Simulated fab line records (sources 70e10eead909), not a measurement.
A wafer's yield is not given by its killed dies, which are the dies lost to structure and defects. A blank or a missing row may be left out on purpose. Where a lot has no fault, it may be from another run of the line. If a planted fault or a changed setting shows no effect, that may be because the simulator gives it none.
Struck lot and sound lot, side by side + flow nand-harc + 14 steps out of a route of 1159
Sound: wafers L104.1, L104.3, L104.4. Wafers struck: L108.2, L108.3, L108.5. Last of all comes the cause.
At each step with rows: each side's tool, then ch and its chambers, then its first start. Under that, the readings that differ: sound wafers + struck wafers + difference of the means + sigmas: that difference in standard deviations of wafers without a fault.
alike: readings with means less than 2 such deviations apart, plus words and numbers identical on both sides. not compared: withheld readings, readings lacking a value on some wafer, bounds such as >300 that could conceal the same value, and numbers that have no deviation in the record and whose values overlap.
A row with sigmas, a row that says differs or no value, or rows on one side alone: a step with any of these is where the two part. Numbers that have no deviation but don't overlap get no sigmas and don't part them. Lack of a reading on every wafer of one side parts them only where that side has two or more wafers.

NHARC_A_M1_DEGAS_29: time 60 s.
  sound on pvd-sputter-03, day 19 06:43; struck on pvd-sputter-01, day 20 15:49
  alike: heater-power-w
NHARC_A_M1_PRE_CLEAN_30: time 30 s.
  sound on pvd-sputter-03; struck on pvd-sputter-01
  alike: heater-power-w
NHARC_A_M1_PVD_20: deposits TaN, target thk 5 nm, time 8.06 s.
  sound on pvd-sputter-03; struck on pvd-sputter-01
  alike: throttle-valve-pct
then, 2 steps without rows for these wafers: NHARC_A_M1_PVD_21 (deposits Cu, target thk 30 nm, time 20.49 s); NHARC_A_M1_ECD_22 (material Cu, target thk 400 nm).
NHARC_A_M1_ANNEAL_31: time 90 s.
  sound on rtp-anneal-02 ch 0, day 19 07:29; struck on rtp-anneal-02 ch 0, day 20 16:36
  alike: anneal-temp-c-max, wafer_temp_C_max
then, 1 step without rows for these wafers: NHARC_A_M1_CMP_23 (polishes, t overpolish 20 s, target thk 154.34 nm).
NHARC_A_M1_THK_MEAS_24: measures by xrf.
  sound on film-metro-01, day 19 08:09; struck on film-metro-02, day 20 17:13
  alike: thk-nm
after that, 1 step had no rows for these wafers: NHARC_A_M1_SRD_25.
NHARC_A_M1_INSPECT_27:
  sound on defect-inspect-01, day 19 08:18; struck on defect-inspect-01, day 20 17:22
  alike: raw-defect-count
then, 1 step without rows for these wafers: NHARC_A_M1_PRE_CLEAN_32 (time 12 s).
NHARC_A_M1_DEP_33: deposits SiCN, target thk 30 nm.
  sound on pecvd-02 ch 0,1,2, day 19 08:27; struck on pecvd-04 ch 1,2, day 20 17:31
| reading            | sound             | struck            | difference | sigmas |
|--------------------|-------------------|-------------------|------------|--------|
| rf-fwd-power-W (W) | 450.8 448.4 450.6 | 374.9 377.9 376.2 | -73.6      | -53    |
  alike: heater-power-w
  not compared: since-wet-clean-h
NHARC_A_BONDPAD_DEP_00: deposits SiCN, target thk 250 nm.
  sound on pecvd-02 ch 0,1,2; struck on pecvd-02 ch 0,2, day 20 18:04
  alike: heater-power-w, rf-fwd-power-W
  not compared: since-wet-clean-h
NHARC_END_SORT_01:
  the record has rows for the sound wafers here (prober-02 ch 0, day 20 16:32) and none for the struck ones

WHERE THEY PART
At NHARC_A_M1_DEP_33 first; at NHARC_END_SORT_01 last (within this record only).

WHY: what had been put in by the simulator
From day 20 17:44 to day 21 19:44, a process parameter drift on pecvd-04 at NHARC_A_M1_DEP_33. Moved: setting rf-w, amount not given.
